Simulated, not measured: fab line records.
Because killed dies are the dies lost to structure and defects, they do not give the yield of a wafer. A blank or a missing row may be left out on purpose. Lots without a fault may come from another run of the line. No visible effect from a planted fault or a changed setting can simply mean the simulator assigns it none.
Which tool is to blame? :: flow nand-harc :: 33 wafers from 12 lots sampled at 4 of the route's 1159 steps

== WHAT THE GAUGES READ, wafer by wafer ==
No reading from a measuring or inspecting step in the record can be judged against a usual standard deviation.

== EACH LOT AND THE TOOL THAT RAN IT (in order: tool; ch and the chambers of the sampled wafers; start) ==
lot: L268
NHARC_A_STAIRCASE_ETCH_27: rie-diel-09 ch 0,3, day 11 12:46 or earlier
NHARC_A_STAIRCASE_TRIM_191: rie-diel-01 ch 0,2, day 11 12:46 or earlier
NHARC_A_STAIRCASE_TRIM_193: rie-diel-01 ch 0,2, day 11 12:46
NHARC_A_STAIRCASE_TRIM_202: rie-diel-01 ch 0,2, no start

lot: L271
NHARC_A_STAIRCASE_ETCH_27: rie-diel-09 ch 0,3, day 12 02:44 or earlier
NHARC_A_STAIRCASE_TRIM_191: rie-diel-09 ch 1,3, day 12 02:44 or earlier
NHARC_A_STAIRCASE_TRIM_193: rie-diel-09 ch 1,2,3, day 12 02:44
NHARC_A_STAIRCASE_TRIM_202: rie-diel-09 ch 0,3, no start

lot: L272
NHARC_A_STAIRCASE_ETCH_27: rie-diel-01 ch 2,3, day 12 03:21 or earlier
NHARC_A_STAIRCASE_TRIM_191: rie-diel-01 ch 0,2, day 12 03:21 or earlier
NHARC_A_STAIRCASE_TRIM_193: rie-diel-01 ch 0,3, day 12 03:21
NHARC_A_STAIRCASE_TRIM_202: rie-diel-10 ch 1,2,3, no start

lot: L273
NHARC_A_STAIRCASE_ETCH_27: rie-diel-09 ch 0,2, day 12 12:12 or earlier
NHARC_A_STAIRCASE_TRIM_191: rie-diel-09 ch 1,2, day 12 12:12 or earlier
NHARC_A_STAIRCASE_TRIM_193: rie-diel-09 ch 0,2,3, day 12 12:12
NHARC_A_STAIRCASE_TRIM_202: rie-diel-09 ch 0,1,2, no start

lot: L275
NHARC_A_STAIRCASE_ETCH_27: rie-diel-01 ch 0,2,3, day 13 03:31 or earlier
NHARC_A_STAIRCASE_TRIM_191: rie-diel-10 ch 0,3, day 13 03:31 or earlier
NHARC_A_STAIRCASE_TRIM_193: rie-diel-10 ch 1,3, day 13 03:31
NHARC_A_STAIRCASE_TRIM_202: rie-diel-10 ch 0,1,3, no start

lot: L277
NHARC_A_STAIRCASE_ETCH_27: rie-diel-09 ch 0,2,3, day 13 12:43 or earlier
NHARC_A_STAIRCASE_TRIM_191: rie-diel-10 ch 0,2,3, day 13 12:43 or earlier
NHARC_A_STAIRCASE_TRIM_193: rie-diel-10 ch 0,2, day 13 12:43
NHARC_A_STAIRCASE_TRIM_202: rie-diel-01 ch 1,2,3, no start

lot: L278
NHARC_A_STAIRCASE_ETCH_27: rie-diel-01 ch 0,2,3, day 14 06:12 or earlier
NHARC_A_STAIRCASE_TRIM_191: rie-diel-09 ch 0,1,2, day 14 06:12 or earlier
NHARC_A_STAIRCASE_TRIM_193: rie-diel-09 ch 0,2,3, day 14 06:12
NHARC_A_STAIRCASE_TRIM_202: rie-diel-09 ch 0,2,3, no start

lot: L282
NHARC_A_STAIRCASE_ETCH_27: rie-diel-01 ch 0,1, day 15 04:35 or earlier
NHARC_A_STAIRCASE_TRIM_191: rie-diel-09 ch 0,3, day 15 04:35 or earlier
NHARC_A_STAIRCASE_TRIM_193: rie-diel-09 ch 0,1, day 15 04:35
NHARC_A_STAIRCASE_TRIM_202: rie-diel-09 ch 0,1, no start

lot: L286
NHARC_A_STAIRCASE_ETCH_27: rie-diel-01 ch 2, day 16 01:38 or earlier
NHARC_A_STAIRCASE_TRIM_191: rie-diel-09 ch 3, day 16 01:38 or earlier
NHARC_A_STAIRCASE_TRIM_193: rie-diel-09 ch 0,2, day 16 01:38
NHARC_A_STAIRCASE_TRIM_202: rie-diel-09 ch 2,3, no start

lot: L287
NHARC_A_STAIRCASE_ETCH_27: rie-diel-01 ch 0,1, day 16 01:53 or earlier
NHARC_A_STAIRCASE_TRIM_191: rie-diel-09 ch 2,3, day 16 01:53 or earlier
NHARC_A_STAIRCASE_TRIM_193: rie-diel-09 ch 1,2, day 16 01:53
NHARC_A_STAIRCASE_TRIM_202: rie-diel-09 ch 0,3, no start

lot: L290
NHARC_A_STAIRCASE_ETCH_27: rie-diel-09 ch 0,1,3, day 16 14:12 or earlier
NHARC_A_STAIRCASE_TRIM_191: rie-diel-01 ch 1,3, day 16 14:12 or earlier
NHARC_A_STAIRCASE_TRIM_193: rie-diel-01 ch 1,2, day 16 14:12
NHARC_A_STAIRCASE_TRIM_202: rie-diel-01 ch 0,2, no start

lot: L289
NHARC_A_STAIRCASE_ETCH_27: rie-diel-01 ch 0,2,3, day 16 22:53 or earlier
NHARC_A_STAIRCASE_TRIM_191: rie-diel-01 ch 1,2, day 16 22:53 or earlier
NHARC_A_STAIRCASE_TRIM_193: rie-diel-01 ch 0,1,3, day 16 22:53
NHARC_A_STAIRCASE_TRIM_202: rie-diel-01 ch 0,1,3, no start
- NHARC_A_STAIRCASE_ETCH_27: etches the open film in C4F8/O2, target depth 100 nm, time 40.5 s.
- NHARC_A_STAIRCASE_TRIM_191: chemistry O2, time 211.2 s.
- NHARC_A_STAIRCASE_TRIM_193: chemistry O2, time 211.2 s.
- NHARC_A_STAIRCASE_TRIM_202: chemistry O2, time 211.2 s.

== WHAT THE TOOLS THEMSELVES READ (means of the sampled wafers that have a number; where no wafer has one, the mark that the record gives instead) ==
NHARC_A_STAIRCASE_ETCH_27.
lot: L268
tool: rie-diel-09
oes-product-au (a.u.): 0.965
rf-vpp-V (V): 901

lot: L271
tool: rie-diel-09
oes-product-au (a.u.): 0.941
rf-vpp-V (V): 902

lot: L272
tool: rie-diel-01
oes-product-au (a.u.): 0.937
rf-vpp-V (V): 896

lot: L273
tool: rie-diel-09
oes-product-au (a.u.): 0.927
rf-vpp-V (V): 904

lot: L275
tool: rie-diel-01
oes-product-au (a.u.): 0.953
rf-vpp-V (V): 896

lot: L277
tool: rie-diel-09
oes-product-au (a.u.): 0.940
rf-vpp-V (V): 901

lot: L278
tool: rie-diel-01
oes-product-au (a.u.): 0.946
rf-vpp-V (V): 897

lot: L282
tool: rie-diel-01
oes-product-au (a.u.): 0.936
rf-vpp-V (V): 900

lot: L286
tool: rie-diel-01
oes-product-au (a.u.): 0.916
rf-vpp-V (V): 888

lot: L287
tool: rie-diel-01
oes-product-au (a.u.): 0.938
rf-vpp-V (V): 900

lot: L290
tool: rie-diel-09
oes-product-au (a.u.): 0.944
rf-vpp-V (V): 899

lot: L289
tool: rie-diel-01
oes-product-au (a.u.): 0.947
rf-vpp-V (V): 895

NHARC_A_STAIRCASE_TRIM_191.
lot: L268
tool: rie-diel-01
drypump-motor-current-A (A): 5.6
oes-product-au (a.u.): 1.005
rf-vpp-V (V): 58.5
run-length-s (s): 232.7
showerhead-plenum-p-Torr (Torr): 3.55
throttle-valve-pct (%): 17.042

lot: L271
tool: rie-diel-09
drypump-motor-current-A (A): 5.3
oes-product-au (a.u.): 0.998
rf-vpp-V (V): 58.5
run-length-s (s): 233.2
showerhead-plenum-p-Torr (Torr): 3.66
throttle-valve-pct (%): 17.028

lot: L272
tool: rie-diel-01
drypump-motor-current-A (A): 5.9
oes-product-au (a.u.): 0.990
rf-vpp-V (V): 57.9
run-length-s (s): 232.8
showerhead-plenum-p-Torr (Torr): 3.42
throttle-valve-pct (%): 17.035

lot: L273
tool: rie-diel-09
drypump-motor-current-A (A): 5.8
oes-product-au (a.u.): 0.997
rf-vpp-V (V): 58.9
run-length-s (s): 233.0
showerhead-plenum-p-Torr (Torr): 3.70
throttle-valve-pct (%): 17.029

lot: L275
tool: rie-diel-10
drypump-motor-current-A (A): 5.4
oes-product-au (a.u.): 0.989
rf-vpp-V (V): 58.2
run-length-s (s): 232.1
showerhead-plenum-p-Torr (Torr): 3.68
throttle-valve-pct (%): 17.039

lot: L277
tool: rie-diel-10
drypump-motor-current-A (A): 5.9
oes-product-au (a.u.): 0.987
rf-vpp-V (V): 57.7
run-length-s (s): 232.3
showerhead-plenum-p-Torr (Torr): 3.68
throttle-valve-pct (%): 17.041

lot: L278
tool: rie-diel-09
drypump-motor-current-A (A): 5.8
oes-product-au (a.u.): 0.991
rf-vpp-V (V): 58.1
run-length-s (s): 232.9
showerhead-plenum-p-Torr (Torr): 3.64
throttle-valve-pct (%): 17.036

lot: L282
tool: rie-diel-09
drypump-motor-current-A (A): 5.5
oes-product-au (a.u.): 0.985
rf-vpp-V (V): 58.8
run-length-s (s): 233.2
showerhead-plenum-p-Torr (Torr): 3.65
throttle-valve-pct (%): 17.049

lot: L286
tool: rie-diel-09
drypump-motor-current-A (A): 5.1
oes-product-au (a.u.): 1.004
rf-vpp-V (V): 58.0
run-length-s (s): 233.2
showerhead-plenum-p-Torr (Torr): 3.69
throttle-valve-pct (%): 17.041

lot: L287
tool: rie-diel-09
drypump-motor-current-A (A): 5.4
oes-product-au (a.u.): 0.993
rf-vpp-V (V): 58.2
run-length-s (s): 232.7
showerhead-plenum-p-Torr (Torr): 3.72
throttle-valve-pct (%): 17.038

lot: L290
tool: rie-diel-01
drypump-motor-current-A (A): 5.7
oes-product-au (a.u.): 1.008
rf-vpp-V (V): 58.4
run-length-s (s): 233.0
showerhead-plenum-p-Torr (Torr): 3.62
throttle-valve-pct (%): 17.047

lot: L289
tool: rie-diel-01
drypump-motor-current-A (A): 5.9
oes-product-au (a.u.): 0.987
rf-vpp-V (V): 57.7
run-length-s (s): 232.7
showerhead-plenum-p-Torr (Torr): 3.50
throttle-valve-pct (%): 17.035

NHARC_A_STAIRCASE_TRIM_193.
lot: L268
tool: rie-diel-01
drypump-motor-current-A (A): 5.9
oes-product-au (a.u.): 1.002
rf-vpp-V (V): 56.6
run-length-s (s): 232.9
showerhead-plenum-p-Torr (Torr): 3.42
throttle-valve-pct (%): 17.035

lot: L271
tool: rie-diel-09
drypump-motor-current-A (A): 5.6
oes-product-au (a.u.): 0.993
rf-vpp-V (V): 57.3
run-length-s (s): 233.0
showerhead-plenum-p-Torr (Torr): 3.68
throttle-valve-pct (%): 17.043

lot: L272
tool: rie-diel-01
drypump-motor-current-A (A): 5.5
oes-product-au (a.u.): 0.983
rf-vpp-V (V): 58.7
run-length-s (s): 233.0
showerhead-plenum-p-Torr (Torr): 3.66
throttle-valve-pct (%): 17.039

lot: L273
tool: rie-diel-09
drypump-motor-current-A (A): 5.6
oes-product-au (a.u.): 0.999
rf-vpp-V (V): 57.5
run-length-s (s): 232.8
showerhead-plenum-p-Torr (Torr): 3.69
throttle-valve-pct (%): 17.040

lot: L275
tool: rie-diel-10
drypump-motor-current-A (A): 5.3
oes-product-au (a.u.): 1.001
rf-vpp-V (V): 58.1
run-length-s (s): 232.5
showerhead-plenum-p-Torr (Torr): 3.71
throttle-valve-pct (%): 17.035

lot: L277
tool: rie-diel-10
drypump-motor-current-A (A): 6.3
oes-product-au (a.u.): 0.987
rf-vpp-V (V): 58.3
run-length-s (s): 231.9
showerhead-plenum-p-Torr (Torr): 3.58
throttle-valve-pct (%): 17.027

lot: L278
tool: rie-diel-09
drypump-motor-current-A (A): 5.6
oes-product-au (a.u.): 1.005
rf-vpp-V (V): 57.9
run-length-s (s): 233.1
showerhead-plenum-p-Torr (Torr): 3.69
throttle-valve-pct (%): 17.037

lot: L282
tool: rie-diel-09
drypump-motor-current-A (A): 5.8
oes-product-au (a.u.): 0.978
rf-vpp-V (V): 58.9
run-length-s (s): 178.4
showerhead-plenum-p-Torr (Torr): 3.58
throttle-valve-pct (%): 17.033

lot: L286
tool: rie-diel-09
drypump-motor-current-A (A): 5.9
oes-product-au (a.u.): 0.980
rf-vpp-V (V): 58.8
run-length-s (s): 205.4
showerhead-plenum-p-Torr (Torr): 3.67
throttle-valve-pct (%): 17.022

lot: L287
tool: rie-diel-09
drypump-motor-current-A (A): 5.8
oes-product-au (a.u.): 0.979
rf-vpp-V (V): 57.5
run-length-s (s): 205.3
showerhead-plenum-p-Torr (Torr): 3.65
throttle-valve-pct (%): 17.038

lot: L290
tool: rie-diel-01
drypump-motor-current-A (A): 6.1
oes-product-au (a.u.): 0.984
rf-vpp-V (V): 56.3
run-length-s (s): 232.9
showerhead-plenum-p-Torr (Torr): 3.39
throttle-valve-pct (%): 17.031

lot: L289
tool: rie-diel-01
drypump-motor-current-A (A): 5.5
oes-product-au (a.u.): 1.011
rf-vpp-V (V): 57.6
run-length-s (s): 232.8
showerhead-plenum-p-Torr (Torr): 3.63
throttle-valve-pct (%): 17.035

NHARC_A_STAIRCASE_TRIM_202.
lot: L268
tool: rie-diel-01
drypump-motor-current-A (A): 5.6
oes-product-au (a.u.): 0.998
rf-vpp-V (V): 57.3
run-length-s (s): 232.8
showerhead-plenum-p-Torr (Torr): 3.55
throttle-valve-pct (%): 17.030

lot: L271
tool: rie-diel-09
drypump-motor-current-A (A): 5.4
oes-product-au (a.u.): 0.986
rf-vpp-V (V): 57.2
run-length-s (s): 233.3
showerhead-plenum-p-Torr (Torr): 3.68
throttle-valve-pct (%): 17.045

lot: L272
tool: rie-diel-10
drypump-motor-current-A (A): 5.8
oes-product-au (a.u.): 1.001
rf-vpp-V (V): 58.6
run-length-s (s): 232.4
showerhead-plenum-p-Torr (Torr): 3.72
throttle-valve-pct (%): 17.047

lot: L273
tool: rie-diel-09
drypump-motor-current-A (A): 5.9
oes-product-au (a.u.): 0.986
rf-vpp-V (V): 58.1
run-length-s (s): 233.2
showerhead-plenum-p-Torr (Torr): 3.65
throttle-valve-pct (%): 17.049

lot: L275
tool: rie-diel-10
drypump-motor-current-A (A): 5.6
oes-product-au (a.u.): 0.985
rf-vpp-V (V): 57.6
run-length-s (s): 231.9
showerhead-plenum-p-Torr (Torr): 3.61
throttle-valve-pct (%): 17.031

lot: L277
tool: rie-diel-01
drypump-motor-current-A (A): 5.9
oes-product-au (a.u.): 1.002
rf-vpp-V (V): 57.4
run-length-s (s): 233.0
showerhead-plenum-p-Torr (Torr): 3.52
throttle-valve-pct (%): 17.036

lot: L278
tool: rie-diel-09
drypump-motor-current-A (A): 5.6
oes-product-au (a.u.): 0.999
rf-vpp-V (V): 58.9
run-length-s (s): 233.0
showerhead-plenum-p-Torr (Torr): 3.69
throttle-valve-pct (%): 17.031

lot: L282
tool: rie-diel-09
drypump-motor-current-A (A): 5.8
oes-product-au (a.u.): 0.980
rf-vpp-V (V): 58.5
run-length-s (s): 233.2
showerhead-plenum-p-Torr (Torr): 3.58
throttle-valve-pct (%): 17.026

lot: L286
tool: rie-diel-09
drypump-motor-current-A (A): 5.4
oes-product-au (a.u.): 1.001
rf-vpp-V (V): 59.2
run-length-s (s): 232.9
showerhead-plenum-p-Torr (Torr): 3.72
throttle-valve-pct (%): 17.036

lot: L287
tool: rie-diel-09
drypump-motor-current-A (A): 5.5
oes-product-au (a.u.): 0.987
rf-vpp-V (V): 58.5
run-length-s (s): 233.1
showerhead-plenum-p-Torr (Torr): 3.64
throttle-valve-pct (%): 17.041

lot: L290
tool: rie-diel-01
drypump-motor-current-A (A): 5.6
oes-product-au (a.u.): 1.009
rf-vpp-V (V): 57.5
run-length-s (s): 232.7
showerhead-plenum-p-Torr (Torr): 3.53
throttle-valve-pct (%): 17.033

lot: L289
tool: rie-diel-01
drypump-motor-current-A (A): 5.5
oes-product-au (a.u.): 1.002
rf-vpp-V (V): 58.4
run-length-s (s): 232.7
showerhead-plenum-p-Torr (Torr): 3.63
throttle-valve-pct (%): 17.032

== THE ANSWER, worked out from the rows above alone ==
Rule: the usual values come from the lots themselves. Put in order of their means at a reading, lots are off if they are a third of the lots or fewer, leave a main group of 4 or more, and stand apart from it by a gap of 3 or more times the standard deviation of the main group's means; of several such gaps the widest counts. If all means in a main group match to the digits the tables above print for the reading, that group is not used. A lot without any number at a reading at which 4 lots or more have one is off too. Where the step has rows for the other lots, those lots are counted as sound. Order of review: gauges by route order, followed by the tools' own readings, for which a lot's mean as printed above is used. The first step at which some lot is off is used, and at that step the reading that is off furthest; a lot without a number counts as furthest.
Off: L282, L286, L287 (NHARC_A_STAIRCASE_TRIM_193, run-length-s). For the main group the mean is 232.8 s and the standard deviation 0.35.
A tool fits if, at that step or a process step before it, it ran every lot that is off, and no sound lot after the first of them. With no start given for some of its lots, NHARC_A_STAIRCASE_ETCH_27 uses the hours and lot order of NHARC_A_STAIRCASE_TRIM_193. With no start given for some of its lots, NHARC_A_STAIRCASE_TRIM_191 uses the hours and lot order of NHARC_A_STAIRCASE_TRIM_193. One fits: NHARC_A_STAIRCASE_TRIM_191 and NHARC_A_STAIRCASE_TRIM_193 on rie-diel-09. At NHARC_A_STAIRCASE_TRIM_191 its last sound lot is L278 (day 14 06:12), its first lot that is off L282 (day 15 04:35): a fault that began between those two fits.

== WHAT WAS PUT IN BY THE SIMULATOR ==
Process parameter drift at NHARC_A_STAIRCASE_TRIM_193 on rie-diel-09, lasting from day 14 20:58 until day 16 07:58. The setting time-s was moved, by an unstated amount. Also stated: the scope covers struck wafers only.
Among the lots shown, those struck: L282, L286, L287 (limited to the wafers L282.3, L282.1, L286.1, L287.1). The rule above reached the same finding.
